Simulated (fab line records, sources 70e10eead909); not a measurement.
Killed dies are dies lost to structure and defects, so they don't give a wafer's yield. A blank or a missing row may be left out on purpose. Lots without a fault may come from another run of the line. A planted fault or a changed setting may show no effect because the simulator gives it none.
Problem report in the 8D (eight disciplines) form, filled by code | flow nand_harc | the parts of the form that need people (team, actions taken, sign-off) are left out

1. THE PROBLEM
run_length_s at NHARC_P_STI_ANNEAL_34 reads a mean of 1471 s on 6 wafers of 2 lots; wafers without a fault read 1831 s with a standard deviation of 5.6. That is -64 standard deviations from the usual mean.
The step: time 1800 s.
First seen on wafer L249.3, day 5 04:32, on furnace-07. The record holds 36 wafers of 12 lots with a number at this step. Rule for "out", or "out of limits": more than 4 standard deviations from the usual mean. The other wafers with a number count as sound.

2. WHAT IT IS AND WHAT IT IS NOT
question                    | is                     | is not
which readings at this step | run_length_s           | spike_tc_centre_C
which lots                  | L249, L250             | L241, L242, L243, L244, L245, L246, L261, L262, L263, L264
which wafers of those lots  | all that have a number | -
read on which tools         | furnace-07             | furnace-01, furnace-05
when                        | from day 5 04:32       | up to then (18 sound wafers); but 12 sound wafers of L261, L262, L263, L264 came after

3. SUSPECTS, AND WHAT RULES EACH OUT
Counting: a tool at a process step up to the reading stays a suspect if it ran every lot that is out and no sound lot after the first of them.
- rtp_anneal-02 at NHARC_P_ZERO_WELL_RTA_42 (time 300 s): ruled out as a lasting fault. Sound lots L263, L264 ran on it after its first lot that is out, L249 (day 3 19:08).
- furnace-07 at NHARC_P_STI_ANNEAL_34 (time 1800 s): ruled out as a lasting fault. Sound lots L261 ran on it after its first lot that is out, L249 (day 5 04:32).
Left after counting: nothing in the record.

4. THE CAUSE (what the simulator had put in)
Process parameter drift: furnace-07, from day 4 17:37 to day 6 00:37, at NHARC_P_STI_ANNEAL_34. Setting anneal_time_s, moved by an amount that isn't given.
Counting ruled it out, wrongly.

5. THE CHAIN OF EFFECTS, in route order
Each row: a reading whose mean over the struck wafers that have a number lies more than 3 standard deviations from the usual. Only readings for which the record gives a usual standard deviation are gone through. hours: the time from each lot's start at the first step in this table that gives one to its start at this step, as a median over the lots. sigmas: the change in usual standard deviations.
hours | step                  | reading      | usual  | on struck wafers | change | sigmas
0     | NHARC_P_STI_ANNEAL_34 | run_length_s | 1831 s | 1471             | -360   | -64
The process steps in it:
- NHARC_P_STI_ANNEAL_34: time 1800 s.

6. WHAT WOULD HAVE CAUGHT IT SOONER
In this record the first reading out of limits was taken at day 5 04:32, 11 hours after the fault began at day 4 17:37.
